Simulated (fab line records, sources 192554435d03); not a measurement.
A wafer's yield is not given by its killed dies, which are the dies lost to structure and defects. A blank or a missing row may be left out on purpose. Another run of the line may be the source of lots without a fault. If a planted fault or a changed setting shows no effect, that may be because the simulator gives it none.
Problem report in the 8D (eight disciplines) form, filled by code ; flow n5 finfet ; the parts of the form that need people (team, actions taken, sign-off) are left out

## 1. WHAT WENT WRONG
N5_BEOL_M9_CVD_78, run length s: mean 128.4 s over 1 wafer from 1 lot; wafers with no fault: 162.1 s, standard deviation 0.64. Relative to the usual mean, that is a shift of -53 standard deviations.
The step: deposits Co from CCTBA/H2, target thk 2 nm, time 138.9 s.
Earliest sighting: wafer L870.6 on cvd co-02 at day 11 16:56. The record has a number at this step for 30 wafers belonging to 11 lots. Rule for "out" (also "out of limits"): further than 4 standard deviations from the usual mean. All remaining wafers that have a number are taken as sound.

## 2. WHAT IT IS, AND WHAT IT ISN'T
question;is;is not
which readings at this step;run length s;chamber pressure Torr
which lots;L870;L863, L864, L875, L876, L878, L880, L881, L883, L884, L885
which wafers of those lots;L870.6;L870.1, L870.2
read on which tools;cvd co-02;cvd co-01
when;from day 11 16:56;"up to then (8 sound wafers); but 21 sound wafers of L875, L876, L878, L880, L881, L883, L884, L885 came after"

## 3. WHAT RULES OUT EACH SUSPECT
Counting: any tool at a process step up to the reading remains a suspect provided it ran every lot that is out. Sound lots after the first of them don't rule it out here, since some wafers of a struck lot are sound.
- rie diel-03 at N5_BEOL_M9_VIA_ETCH_34 (etches SiCOH lowk in C4F6/O2, target depth 182.4 nm, time 68.4 s): kept. It processed L870, the lot that is out, at day 11 14:56, and its most recent sound lot before then was L863 at day 10 13:44.
- cvd co-02 at N5_BEOL_M9_CVD_78 (deposits Co from CCTBA/H2, target thk 2 nm, time 138.9 s): kept. It processed L870, the lot that is out, at day 11 16:56, and its most recent sound lot before then was L864 at day 10 21:14. Its own run length s readings are out on those wafers.
Remaining after the count are rie diel-03 at N5_BEOL_M9_VIA_ETCH_34 and cvd co-02 at N5_BEOL_M9_CVD_78.

## 4. THE CAUSE (what the simulator had put in)
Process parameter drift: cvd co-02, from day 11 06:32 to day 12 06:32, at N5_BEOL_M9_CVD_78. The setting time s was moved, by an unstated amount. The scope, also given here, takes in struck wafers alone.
After counting, 2 suspects remain, this tool included.

## 5. SEQUENCE OF EFFECTS, ordered by route
One row per reading whose mean, taken over the struck wafers that have a number, lies over 3 standard deviations from the usual. Scope: only readings with a usual standard deviation given in the record; hours: median across lots of the time from each lot's start at the first step in this table that gives one to its start at this step; sigmas: change in usual standard deviations.
hours;step;reading;usual;on struck wafers;change;sigmas
0;N5_BEOL_M9_CVD_78;run length s;162.1 s;128.4;-33.7;-53
It contains these process steps:
- N5_BEOL_M9_CVD_78: deposits Co from CCTBA/H2, target thk 2 nm, time 138.9 s.
Later steps that measure or inspect, where all struck wafers having a row at the step show a number for every such reading and not one has moved that far: N5_BEOL_M9_INSPECT_58.

## 6. HOW IT WOULD HAVE BEEN CAUGHT EARLIER
In this record the first reading out of limits was taken at day 11 16:56, 10 hours after the fault began at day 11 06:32.
